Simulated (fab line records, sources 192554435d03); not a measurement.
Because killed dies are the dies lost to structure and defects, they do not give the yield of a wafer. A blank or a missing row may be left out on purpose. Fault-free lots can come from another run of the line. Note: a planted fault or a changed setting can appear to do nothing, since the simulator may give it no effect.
Comparing a struck lot with a sound one -- flow n5_finfet -- 42 steps out of a route of 1938
Sound: the wafers L220.2, L220.3, L220.5. Struck: wafers L235.4, L235.5 (left out: L235.2, a lot-mate that was not struck); the cause follows at the end.
Per side, at each step with rows, come the tool, then ch with its chambers, and then its first start. Under that, the readings that differ: sound wafers -- struck wafers -- difference of the means -- sigmas: that difference in standard deviations of wafers without a fault.
alike: same words and numbers on both sides, and readings whose means sit less than 2 such deviations apart. not compared: any withheld reading, any reading some wafer has no value for, any bound like >300 that may hide the same value, and any number with overlapping values for which the record gives no deviation.
The two part at a step that has a row with sigmas, a row that says differs or no value, or rows on one side only. Numbers that don't overlap but have no deviation are shown without sigmas and don't part them. Lack of a reading on every wafer of one side parts them only where that side has two or more wafers.

first, 2 steps without rows for these wafers: N5_BEOL_M0_CUTY_PEB_55 (peb time 60 s); N5_BEOL_M0_CUTY_DEVELOP_56 (develop time 30 s).
N5_BEOL_M0_CUTY_CD_MEAS_57: target cd 200 nm.
  sound on cd_sem-03 ch 0, day 6 04:00; struck on cd_sem-03 ch 0, day 9 22:12
  alike: cd_nm
N5_BEOL_M0_CUTY_OVL_MEAS_58:
  sound on overlay-02 ch 0, day 6 04:02; struck on overlay-01 ch 0, day 9 22:14
  alike: M0_ABLK_OVL
N5_BEOL_M0_CUTY_INSPECT_59: inspects for defects (macro).
  sound: defect_inspect-02 at day 6 04:03; struck: defect_inspect-01 at day 9 22:15
  alike: raw_defect_count
then, 6 steps without rows for these wafers: N5_BEOL_M0_CUTY_DESCUM_61 (chemistry O2, time 7.9 s); N5_BEOL_M0_CUTY_ETCH_62 (etches SiARC in CF4, time 58.5 s); N5_BEOL_M0_CUTY_ETCH_63 (etches SOC in N2/H2, target depth 82.7 nm, overetch 16.5 nm, time 124 s); N5_BEOL_M0_CUTY_STRIP_64 (strips in N2/H2); N5_BEOL_M0_ETCH_138 (etches SiCN in CH3F/O2, target depth 12 nm, time 31.6 s); N5_BEOL_M0_HM_OPEN_105 (chemistry Cl2/BCl3, target TiN, target depth 12 nm).
N5_BEOL_M0_STRIP_140: strips in CF4.
  sound on rie_diel-04 ch 0,1, day 6 05:47; struck on rie_diel-04 ch 0, day 9 22:46
  alike: drypump_motor_current_A, oes_product_au, rf_vpp_V, showerhead_plenum_p_Torr, throttle_valve_pct
  not compared: rf_hours_counter_h
N5_BEOL_M0_STRIP_104: strips in N2/H2.
  sound on rie_diel-04 ch 0,1, day 6 05:49; struck on rie_diel-04 ch 0, day 9 22:47
  alike: drypump_motor_current_A, h2_flow_sccm, oes_product_au, rf_vpp_V, showerhead_plenum_p_Torr, throttle_valve_pct
  not compared: rf_hours_counter_h
then, 1 step without rows for these wafers: N5_BEOL_M0_WET_ETCH_106 (etches SiO2 in DHF, target depth 130 nm, rinse time 30 s).
N5_BEOL_M0_ETCH_128: etches SiCN in CF4/N2, target depth 12 nm, overetch 5.1 nm, time 21.4 s.
  sound on rie_diel-03 ch 0,1,3, day 6 05:56; struck on rie_diel-04 ch 1,3, day 9 22:56
  alike: drypump_motor_current_A, oes_product_au, rf_vpp_V, showerhead_plenum_p_Torr, throttle_valve_pct
  not compared: rf_hours_counter_h
then, 2 steps without rows for these wafers: N5_BEOL_M0_TRENCH_ETCH_107 (etches SiOC in C4F6/O2, target depth 32.8 nm, time 16.4 s); N5_BEOL_M0_STRIP_142 (strips in N2/H2, time 10 s).
N5_BEOL_M0_OCD_MEAS_108:
  sound: ocd-02 at day 6 06:05; struck: ocd-02 at day 9 23:05
  alike: trench_depth_nm
then, 10 steps without rows for these wafers: N5_BEOL_M0_HM_STRIP_129 (strips TiN in peroxide tin strip, target depth 17 nm, time 108 s); N5_BEOL_M0_SRD_130 (time 30 s); N5_BEOL_M0_ETCH_109 (etches SiCN in CH3F/O2, target depth 8 nm, overetch 2.4 nm, time 27.4 s); N5_BEOL_M0_STRIP_139 (strips in post etch residue remover, time 60 s); N5_BEOL_M0_SRD_111 (time 30 s); N5_BEOL_M0_DEGAS_112 (time 60 s); N5_BEOL_M0_PRE_CLEAN_113 (time 30 s); N5_BEOL_M0_ALD_136 (deposits TaN, pulse time 2 s, purge time 3 s, co reactant purge time 2 s); N5_BEOL_M0_SURFACE_TREAT_137; N5_BEOL_M0_CVD_115 (deposits Co from CCTBA/H2, time 120 s).
N5_BEOL_M0_SPUTTER_116: material Cu, target thk 4 nm, time 7.37 s.
  sound: pvd_sputter-03 at day 6 07:49; struck: pvd_sputter-01 at day 10 00:11
  alike: substrate_temp_c, throttle_valve_pct
then, 5 steps without rows for these wafers: N5_BEOL_M0_ANNEAL_117 (time 60 s); N5_BEOL_M0_SPUTTER_132 (material Cu, target thk 4 nm, time 7.37 s); N5_BEOL_M0_ANNEAL_133 (time 60 s); N5_BEOL_M0_SPUTTER_134 (material Cu, target thk 4 nm, time 7.37 s); N5_BEOL_M0_ANNEAL_135 (time 60 s).
N5_BEOL_M0_SPUTTER_141: material Cu, target thk 4 nm, time 7.37 s.
  sound: pvd_sputter-03 at day 6 08:10; struck: pvd_sputter-01 at day 10 00:33
  alike: substrate_temp_c, throttle_valve_pct
then, 3 steps without rows for these wafers: N5_BEOL_M0_ECD_118 (material Cu, target thk 300 nm); N5_BEOL_M0_ANNEAL_119 (time 90 s); N5_BEOL_M0_CMP_120 (polishes, stops on SiOC, t overpolish 6.9 s).
N5_BEOL_M0_PRE_CLEAN_131: time 15 s.
  sound on cvd_co-02 ch 0,2, day 6 09:23; struck on cvd_co-01 ch 1,2, day 10 01:23
  alike: heater_power_w
then, 2 steps without rows for these wafers: N5_BEOL_M0_CO_CAP_123 (material Co, precursor CCTBA/H2, target thk 2 nm, time 102.1 s); N5_BEOL_M0_PRE_CLEAN_124 (time 15 s).
-- the record jumps here: 8 days lie between the struck wafers' starts before and after (it left off in module BEOL_M0 and takes up again in module PASSIVATION, whose first step shown is number 1936 of the route) --
N5_PASSIVATION_PROBE_49:
  record: rows for the struck wafers here (prober-02, day 18 08:59), none for the sound ones

## WHERE THEY PART
Only at N5_PASSIVATION_PROBE_49, as far as this record shows.

WHY: whatever the simulator had introduced
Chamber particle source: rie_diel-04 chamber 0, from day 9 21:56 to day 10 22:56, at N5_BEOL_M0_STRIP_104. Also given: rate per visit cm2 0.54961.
